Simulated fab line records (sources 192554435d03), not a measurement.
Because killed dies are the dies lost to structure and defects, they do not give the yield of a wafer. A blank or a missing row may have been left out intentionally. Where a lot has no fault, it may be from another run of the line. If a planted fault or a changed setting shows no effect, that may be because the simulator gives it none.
Which tool is to blame? | flow n5 finfet | 24 lots, 72 wafers sampled, at 6 steps of a route of 1938

WHAT THE GAUGES SHOWED, per wafer
The record holds no reading of a measuring or inspecting step that can be judged against a usual standard deviation.

WHICH TOOL RAN EACH LOT (tool, then ch and the chambers of the sampled wafers, then the start)
lot  | N5_BEOL_M1_ETCH_77                 | N5_BEOL_M1_ETCH_41                            | N5_BEOL_M1_ALD_84                   | N5_BEOL_M1_SPUTTER_94        | N5_BEOL_M1_SPUTTER_96        | N5_BEOL_M1_ANNEAL_51
L074 | rie diel-06 ch 1,3, day 6 00:56    | rie diel-05 ch 0,1, day 6 11:56 or earlier    | ald metal-02 ch 0,1, day 6 11:56    | pvd sputter-01, day 6 14:46  | pvd sputter-01, day 6 14:59  | rtp anneal-02 ch 0, day 6 15:13
L075 | rie diel-05 ch 0,1,3, day 6 11:23  | rie diel-05 ch 1,2, day 6 13:05 or earlier    | ald metal-04 ch 1,3, day 6 13:05    | pvd sputter-02, day 6 15:46  | pvd sputter-02, day 6 15:59  | rtp anneal-01 ch 0, day 6 16:14
L076 | rie diel-05 ch 1,3, day 6 17:23    | rie diel-05 ch 0,2, day 6 18:17 or earlier    | ald metal-04 ch 0,2,3, day 6 18:17  | pvd sputter-01, day 6 20:26  | pvd sputter-01, day 6 20:39  | rtp anneal-01 ch 0, day 6 20:56
L077 | rie diel-06 ch 0,1,3, day 6 23:09  | rie diel-05 ch 1,2, day 7 01:44 or earlier    | ald metal-02 ch 0,1,3, day 7 01:44  | pvd sputter-03, day 7 04:01  | pvd sputter-03, day 7 04:14  | rtp anneal-01 ch 0, day 7 04:31
L078 | rie diel-05 ch 0,1,3, day 7 12:25  | rie diel-03 ch 0,1,2, day 8 04:08 or earlier  | ald metal-03 ch 0,2,3, day 8 04:08  | pvd sputter-02, day 8 06:38  | pvd sputter-02, day 8 06:51  | rtp anneal-01 ch 0, day 8 07:03
L079 | rie diel-06 ch 0,1,3, day 7 17:40  | rie diel-03 ch 0,1, day 8 05:28 or earlier    | ald metal-02 ch 1,3, day 8 05:28    | pvd sputter-03, day 8 07:36  | pvd sputter-03, day 8 07:49  | rtp anneal-01 ch 0, day 8 08:10
L080 | rie diel-06 ch 0,1,2, day 7 18:04  | rie diel-06 ch 1,2,3, day 8 05:38 or earlier  | ald metal-03 ch 0,2,3, day 8 05:38  | pvd sputter-02, day 8 08:40  | pvd sputter-02, day 8 08:53  | rtp anneal-01 ch 0, day 8 09:50
L081 | rie diel-06 ch 2,3, day 7 22:17    | rie diel-03 ch 0,1, day 8 09:10 or earlier    | ald metal-04 ch 0,1,2, day 8 09:10  | pvd sputter-02, day 8 12:43  | pvd sputter-02, day 8 12:56  | rtp anneal-02 ch 0, day 8 13:08
L082 | rie diel-03 ch 1,2, day 8 00:55    | rie diel-03 ch 0,3, day 8 08:18 or earlier    | ald metal-04 ch 1,2, day 8 08:18    | pvd sputter-03, day 8 10:28  | pvd sputter-03, day 8 10:41  | rtp anneal-01 ch 0, day 8 10:58
L083 | rie diel-03 ch 0,1,3, day 8 04:37  | rie diel-03 ch 0,1,2, day 8 12:06 or earlier  | ald metal-04 ch 0,1,2, day 8 12:06  | pvd sputter-03, day 8 14:08  | pvd sputter-03, day 8 14:22  | rtp anneal-01 ch 0, day 8 14:34
L084 | rie diel-05 ch 1,3, day 8 09:32    | rie diel-05 ch 0,2,3, day 8 12:52 or earlier  | ald metal-04 ch 0,2,3, day 8 12:52  | pvd sputter-02, day 8 15:01  | pvd sputter-02, day 8 15:14  | rtp anneal-02 ch 0, day 8 15:26
L085 | rie diel-06 ch 0,2,3, day 8 20:44  | rie diel-03 ch 0,3, day 8 22:18 or earlier    | ald metal-03 ch 0,1,3, day 8 22:18  | pvd sputter-03, day 9 00:23  | pvd sputter-03, day 9 00:36  | rtp anneal-01 ch 0, day 9 00:47
L086 | rie diel-05 ch 1,2, day 9 05:20    | rie diel-03 ch 2,3, day 9 11:26 or earlier    | ald metal-04 ch 0,1,2, day 9 11:26  | pvd sputter-02, day 9 14:08  | pvd sputter-02, day 9 14:21  | rtp anneal-02 ch 0, day 9 14:38
L087 | rie diel-05 ch 2,3, day 9 10:11    | rie diel-05 ch 2,3, day 9 15:05 or earlier    | ald metal-04 ch 0,3, day 9 15:05    | pvd sputter-01, day 9 17:50  | pvd sputter-01, day 9 18:04  | rtp anneal-02 ch 0, day 9 18:18
L088 | rie diel-05 ch 1,2, day 9 15:07    | rie diel-05 ch 1,2, day 9 17:02 or earlier    | ald metal-02 ch 0,3, day 9 17:02    | pvd sputter-03, day 9 19:04  | pvd sputter-03, day 9 19:17  | rtp anneal-01 ch 0, day 9 19:41
L089 | rie diel-05 ch 1,2,3, day 9 18:40  | rie diel-03 ch 0,1,2, day 10 01:05 or earlier | ald metal-03 ch 0,1,2, day 10 01:05 | pvd sputter-03, day 10 03:09 | pvd sputter-03, day 10 03:22 | rtp anneal-02 ch 0, day 10 03:34
L090 | rie diel-06 ch 0,1,2, day 9 23:14  | rie diel-06 ch 1,2,3, day 10 01:17 or earlier | ald metal-03 ch 0,1,2, day 10 01:17 | pvd sputter-03, day 10 04:59 | pvd sputter-03, day 10 05:13 | rtp anneal-01 ch 0, day 10 05:27
L091 | rie diel-03 ch 0,2, day 10 14:22   | rie diel-06 ch 0,1,3, day 10 20:23 or earlier | ald metal-04 ch 1,2,3, day 10 20:23 | pvd sputter-02, day 10 22:34 | pvd sputter-02, day 10 22:47 | rtp anneal-02 ch 0, day 10 23:00
L092 | rie diel-06 ch 0,1,3, day 10 14:43 | rie diel-03 ch 0,1,2, day 10 20:41 or earlier | ald metal-04 ch 0,1,2, day 10 20:41 | pvd sputter-01, day 10 22:53 | pvd sputter-01, day 10 23:07 | rtp anneal-02 ch 0, day 10 23:23
L093 | rie diel-05 ch 1,2, day 11 04:02   | rie diel-06 ch 0,1, day 11 06:26 or earlier   | ald metal-03 ch 0,1,3, day 11 06:26 | pvd sputter-03, day 11 08:26 | pvd sputter-03, day 11 08:39 | rtp anneal-01 ch 0, day 11 08:51
L094 | rie diel-06 ch 0,2,3, day 11 07:46 | rie diel-03 ch 1,2, day 11 09:39 or earlier   | ald metal-03 ch 0,2, day 11 09:39   | pvd sputter-03, day 11 12:17 | pvd sputter-03, day 11 12:31 | rtp anneal-01 ch 0, day 11 12:55
L095 | rie diel-06 ch 0,3, day 11 14:09   | rie diel-05 ch 1,2,3, day 11 18:16 or earlier | ald metal-04 ch 1,3, day 11 18:16   | pvd sputter-02, day 11 21:13 | pvd sputter-02, day 11 21:26 | rtp anneal-02 ch 0, day 11 21:40
L096 | rie diel-06 ch 1,2,3, day 11 17:10 | rie diel-03 ch 0,1, day 11 20:09 or earlier   | ald metal-02 ch 0,1,2, day 11 20:09 | pvd sputter-03, day 11 23:52 | pvd sputter-03, day 12 00:05 | rtp anneal-02 ch 0, day 12 00:17
L097 | rie diel-03 ch 0,1, day 12 01:35   | rie diel-03 ch 0,1,2, day 12 04:03 or earlier | ald metal-03 ch 0,1, day 12 04:03   | pvd sputter-02, day 12 06:07 | pvd sputter-02, day 12 06:20 | rtp anneal-01 ch 0, day 12 06:37
- N5_BEOL_M1_ETCH_77: etches underlayer in N2/H2, target depth 6.5 nm, time 5.2 s.
- N5_BEOL_M1_ETCH_41: etches SiCN in CH3F/O2, target depth 31.9 nm, time 57.8 s.
- N5_BEOL_M1_ALD_84: deposits TaN, pulse time 2 s, purge time 3 s, co reactant purge time 2 s.
- N5_BEOL_M1_SPUTTER_94: material Cu, target thk 4.5 nm, time 8.29 s.
- N5_BEOL_M1_SPUTTER_96: material Cu, target thk 4.5 nm, time 8.29 s.
- N5_BEOL_M1_ANNEAL_51: time 90 s.

AS READ BY THE TOOLS THEMSELVES (means over the sampled wafers that have a number; for cases with no such wafer, the mark the record gives instead)
N5_BEOL_M1_ETCH_77. Usual: drypump motor current A 5.42 A, standard deviation 0.27; etch rf on time s 5.15 s, standard deviation 0.11; oes product au 0.66 a.u., standard deviation 0.083; rf vpp V 524.9 V, standard deviation 2; showerhead plenum p Torr 2.58 Torr, standard deviation 0.063; throttle valve pct 17.9 %, standard deviation 0.31.
lot  | tool        | drypump motor current A (A) | etch rf on time s (s) | oes product au (a.u.) | rf vpp V (V) | showerhead plenum p Torr (Torr) | throttle valve pct (%) | flag
L074 | rie diel-06 | 5.43                        | 5.20                  | 0.61                  | 525.8        | 2.60                            | 18.0                   |
L075 | rie diel-05 | 5.27                        | 5.15                  | 0.69                  | 524.8        | 2.56                            | 17.8                   |
L076 | rie diel-05 | 5.37                        | 5.12                  | 0.70                  | 523.7        | 2.53                            | 17.8                   |
L077 | rie diel-06 | 5.30                        | 5.18                  | 0.62                  | 525.4        | 2.61                            | 18.0                   |
L078 | rie diel-05 | 5.27                        | 5.13                  | 0.68                  | 524.4        | 2.55                            | 17.9                   |
L079 | rie diel-06 | 5.29                        | 5.16                  | 0.62                  | 526.0        | 2.61                            | 18.0                   |
L080 | rie diel-06 | 5.50                        | 5.16                  | 0.63                  | 525.9        | 2.61                            | 18.1                   |
L081 | rie diel-06 | 5.54                        | 5.27                  | 0.63                  | 524.0        | 2.55                            | 18.2                   |
L082 | rie diel-03 | 5.24                        | 5.27                  | 0.62                  | 525.0        | 2.57                            | 17.9                   |
L083 | rie diel-03 | 5.48                        | 5.22                  | 0.64                  | 526.2        | 2.61                            | 17.8                   |
L084 | rie diel-05 | 5.43                        | 5.14                  | 0.74                  | 523.5        | 2.50                            | 17.6                   |
L085 | rie diel-06 | 5.45                        | 5.11                  | 0.63                  | 524.0        | 2.59                            | 18.2                   |
L086 | rie diel-05 | 5.55                        | 5.04                  | 0.79                  | 524.0        | 2.53                            | 17.5                   |
L087 | rie diel-05 | 5.47                        | 5.10                  | 0.69                  | 523.8        | 2.55                            | 17.9                   |
L088 | rie diel-05 | 5.60                        | 5.02                  | 0.80                  | 524.4        | 2.56                            | 17.6                   |
L089 | rie diel-05 | 5.50                        | 5.08                  | 0.73                  | 523.5        | 2.54                            | 17.7                   |
L090 | rie diel-06 | 5.48                        | 5.07                  | 0.69                  | 525.8        | 2.61                            | 18.0                   |
L091 | rie diel-03 | 5.49                        | 5.31                  | 0.57                  | 522.6        | 2.50                            | 17.9                   |
L092 | rie diel-06 | 5.28                        | 5.12                  | 0.67                  | 525.8        | 2.60                            | 17.8                   |
L093 | rie diel-05 | 5.62                        | 5.03                  | 0.78                  | 525.2        | 2.56                            | 17.6                   |
L094 | rie diel-06 | 5.44                        | 5.17                  | 0.61                  | 524.8        | 2.58                            | 18.2                   |
L095 | rie diel-06 | 5.17                        | 5.14                  | 0.61                  | 524.1        | 2.62                            | 18.0                   |
L096 | rie diel-06 | 5.56                        | 5.15                  | 0.66                  | 523.6        | 2.56                            | 18.1                   |
L097 | rie diel-03 | 5.73                        | 5.34                  | 0.61                  | 526.1        | 2.55                            | 17.6                   |

N5_BEOL_M1_ETCH_41. Usual: CH3F_flow_sccm 30.00 sccm, standard deviation 0.092; drypump motor current A 5.43 A, standard deviation 0.28; oes product au 0.77 a.u., standard deviation 0.1; rf vpp V 297.8 V, standard deviation 1.3; showerhead plenum p Torr 2.02 Torr, standard deviation 0.058; throttle valve pct 16.30 %, standard deviation 0.24.
lot  | tool        | CH3F_flow_sccm (sccm) | drypump motor current A (A) | oes product au (a.u.) | rf vpp V (V) | showerhead plenum p Torr (Torr) | throttle valve pct (%) | flag
L074 | rie diel-05 | 29.98                 | 5.31                        | 0.88                  | 297.7        | 1.99                            | 16.09                  |
L075 | rie diel-05 | 29.95                 | 5.54                        | 0.88                  | 296.8        | 2.00                            | 16.01                  |
L076 | rie diel-05 | 29.91                 | 5.47                        | 0.70                  | 297.9        | 2.06                            | 16.53                  |
L077 | rie diel-05 | 30.14                 | 5.55                        | 0.87                  | 296.8        | 2.00                            | 16.02                  |
L078 | rie diel-03 | 30.02                 | 5.48                        | 0.75                  | 298.1        | 2.03                            | 16.30                  |
L079 | rie diel-03 | 29.95                 | 5.72                        | 0.76                  | 299.2        | 2.03                            | 16.18                  |
L080 | rie diel-06 | 30.04                 | 5.54                        | 0.71                  | 296.7        | 2.01                            | 16.57                  |
L081 | rie diel-03 | 29.96                 | 5.72                        | 0.75                  | 297.8        | 2.03                            | 16.17                  |
L082 | rie diel-03 | 29.97                 | 5.67                        | 0.70                  | 297.7        | 2.00                            | 16.28                  |
L083 | rie diel-03 | 29.98                 | 5.48                        | 0.74                  | 297.0        | 2.03                            | 16.30                  |
L084 | rie diel-05 | 29.99                 | 5.35                        | 0.80                  | 297.8        | 2.03                            | 16.36                  |
L085 | rie diel-03 | 30.02                 | 5.67                        | 0.70                  | 297.6        | 2.00                            | 16.29                  |
L086 | rie diel-03 | 30.02                 | 5.22                        | 0.68                  | 297.1        | 1.99                            | 16.54                  |
L087 | rie diel-05 | 30.07                 | 5.43                        | 0.80                  | 297.8        | 2.01                            | 16.27                  |
L088 | rie diel-05 | 30.08                 | 5.62                        | 0.93                  | 296.8        | 2.02                            | 15.98                  |
L089 | rie diel-03 | 29.92                 | 5.50                        | 0.72                  | 297.5        | 2.03                            | 16.33                  |
L090 | rie diel-06 | 29.95                 | 5.54                        | 0.80                  | 297.4        | 2.01                            | 16.41                  |
L091 | rie diel-06 | 30.04                 | 5.29                        | 0.78                  | 297.5        | 2.04                            | 16.31                  |
L092 | rie diel-03 | 30.09                 | 5.48                        | 0.72                  | 297.9        | 2.03                            | 16.33                  |
L093 | rie diel-06 | 29.95                 | 5.33                        | 0.85                  | 298.1        | 2.07                            | 16.18                  |
L094 | rie diel-03 | 30.06                 | 5.28                        | 0.70                  | 297.7        | 2.02                            | 16.46                  |
L095 | rie diel-05 | 30.04                 | 5.48                        | 0.84                  | 297.0        | 1.99                            | 16.12                  |
L096 | rie diel-03 | 30.03                 | 5.49                        | 0.75                  | 299.2        | 2.07                            | 16.29                  |
L097 | rie diel-03 | 30.02                 | 5.48                        | 0.82                  | 297.0        | 2.02                            | 16.20                  |

N5_BEOL_M1_ALD_84. Usual: heater power w 421 W, standard deviation 52; susceptor temp C 275.03 C, standard deviation 0.17.
lot  | tool         | heater power w (W) | susceptor temp C (C) | flag
L074 | ald metal-02 | 419                | 275.02               |
L075 | ald metal-04 | 474                | 275.07               |
L076 | ald metal-04 | 475                | 274.96               |
L077 | ald metal-02 | 415                | 275.07               |
L078 | ald metal-03 | 364                | 275.15               |
L079 | ald metal-02 | 413                | 274.99               |
L080 | ald metal-03 | 367                | 274.84               |
L081 | ald metal-04 | 449                | 275.04               |
L082 | ald metal-04 | 482                | 274.87               |
L083 | ald metal-04 | 451                | 275.02               |
L084 | ald metal-04 | 470                | 275.25               |
L085 | ald metal-03 | 387                | 274.86               |
L086 | ald metal-04 | 458                | 275.23               |
L087 | ald metal-04 | 444                | 275.21               |
L088 | ald metal-02 | 414                | 274.90               |
L089 | ald metal-03 | 359                | 274.94               |
L090 | ald metal-03 | 361                | 275.09               |
L091 | ald metal-04 | 476                | 274.99               |
L092 | ald metal-04 | 453                | 275.09               |
L093 | ald metal-03 | 385                | 275.00               |
L094 | ald metal-03 | 336                | 275.10               |
L095 | ald metal-04 | 464                | 274.97               |
L096 | ald metal-02 | 403                | 275.09               |
L097 | ald metal-03 | 376                | 275.07               |

N5_BEOL_M1_SPUTTER_94. Usual: susceptor temp C -20.02 C, standard deviation 0.11; throttle valve pct 29.4 %, standard deviation 1.2.
lot  | tool           | susceptor temp C (C) | throttle valve pct (%) | flag
L074 | pvd sputter-01 | -20.01               | 29.9                   |
L075 | pvd sputter-02 | -19.94               | 29.5                   |
L076 | pvd sputter-01 | -19.96               | 30.3                   |
L077 | pvd sputter-03 | -19.93               | 28.6                   |
L078 | pvd sputter-02 | -19.95               | 30.3                   |
L079 | pvd sputter-03 | -20.11               | 28.9                   |
L080 | pvd sputter-02 | -19.96               | 30.3                   |
L081 | pvd sputter-02 | -20.00               | 29.7                   |
L082 | pvd sputter-03 | -20.03               | 28.7                   |
L083 | pvd sputter-03 | -19.95               | 29.8                   |
L084 | pvd sputter-02 | -20.26               | 30.0                   |
L085 | pvd sputter-03 | -19.96               | 28.6                   |
L086 | pvd sputter-02 | -19.98               | 28.8                   |
L087 | pvd sputter-01 | -20.16               | 29.0                   |
L088 | pvd sputter-03 | -19.97               | 28.2                   |
L089 | pvd sputter-03 | -20.04               | 29.6                   |
L090 | pvd sputter-03 | -19.93               | 28.9                   |
L091 | pvd sputter-02 | -20.01               | 29.7                   |
L092 | pvd sputter-01 | -19.97               | 28.9                   |
L093 | pvd sputter-03 | -20.00               | 29.5                   |
L094 | pvd sputter-03 | -20.06               | 29.0                   |
L095 | pvd sputter-02 | -20.04               | 30.4                   |
L096 | pvd sputter-03 | -20.10               | 28.8                   |
L097 | pvd sputter-02 | -20.08               | 29.1                   |

N5_BEOL_M1_SPUTTER_96. Usual: susceptor temp C -19.99 C, standard deviation 0.1; throttle valve pct 29.3 %, standard deviation 1.2.
lot  | tool           | susceptor temp C (C) | throttle valve pct (%) | flag
L074 | pvd sputter-01 | -19.95               | 29.8                   |
L075 | pvd sputter-02 | -20.04               | 29.3                   |
L076 | pvd sputter-01 | -20.11               | 30.2                   |
L077 | pvd sputter-03 | -20.02               | 28.6                   |
L078 | pvd sputter-02 | -19.95               | 30.4                   |
L079 | pvd sputter-03 | -20.01               | 28.9                   |
L080 | pvd sputter-02 | -19.92               | 30.2                   |
L081 | pvd sputter-02 | -19.93               | 29.8                   |
L082 | pvd sputter-03 | -19.98               | 28.6                   |
L083 | pvd sputter-03 | -20.07               | 29.9                   |
L084 | pvd sputter-02 | -20.06               | 30.0                   |
L085 | pvd sputter-03 | -19.89               | 28.4                   |
L086 | pvd sputter-02 | -19.96               | 28.7                   |
L087 | pvd sputter-01 | -19.85               | 29.0                   |
L088 | pvd sputter-03 | -20.02               | 28.0                   |
L089 | pvd sputter-03 | -19.99               | 29.6                   |
L090 | pvd sputter-03 | -20.03               | 29.1                   |
L091 | pvd sputter-02 | -20.04               | 29.7                   |
L092 | pvd sputter-01 | -20.02               | 28.9                   |
L093 | pvd sputter-03 | -20.01               | 29.3                   |
L094 | pvd sputter-03 | -19.98               | 29.0                   |
L095 | pvd sputter-02 | -19.93               | 30.2                   |
L096 | pvd sputter-03 | -20.02               | 28.7                   |
L097 | pvd sputter-02 | -19.93               | 28.9                   |

N5_BEOL_M1_ANNEAL_51. Usual: wafer_temp_C_max 226.4, standard deviation 0.34.
lot  | tool          | wafer_temp_C_max | flag
L074 | rtp anneal-02 | 225.9            |
L075 | rtp anneal-01 | 226.2            |
L076 | rtp anneal-01 | 226.6            |
L077 | rtp anneal-01 | 226.9            |
L078 | rtp anneal-01 | 226.6            |
L079 | rtp anneal-01 | 226.3            |
L080 | rtp anneal-01 | 226.3            |
L081 | rtp anneal-02 | 226.3            |
L082 | rtp anneal-01 | 226.5            |
L083 | rtp anneal-01 | 226.9            |
L084 | rtp anneal-02 | 226.5            |
L085 | rtp anneal-01 | 226.2            |
L086 | rtp anneal-02 | 226.7            |
L087 | rtp anneal-02 | 226.7            |
L088 | rtp anneal-01 | 226.4            |
L089 | rtp anneal-02 | 226.4            |
L090 | rtp anneal-01 | 226.4            |
L091 | rtp anneal-02 | 226.5            |
L092 | rtp anneal-02 | 227.1            |
L093 | rtp anneal-01 | 226.4            |
L094 | rtp anneal-01 | 226.6            |
L095 | rtp anneal-02 | 226.5            |
L096 | rtp anneal-02 | 226.5            |
L097 | rtp anneal-01 | 226.5            |

THE ANSWER, worked out from the rows above alone
Rule: a lot is off if the mean of its wafers that have a number lies more than 3 standard deviations from the usual mean. A lot without any number at a reading at which 4 lots or more have one is off too. Where the step has rows for the other lots, those lots are counted as sound. The gauges are gone through in route order, then the tools' own readings, and for those a lot's mean is taken as printed above. The first step at which some lot is off is used, and at that step the reading that is off furthest; a lot without a number counts as furthest.
Across all readings shown, no lot is off: no conclusion can be drawn from this.

WHAT HAD BEEN PUT IN BY THE SIMULATOR
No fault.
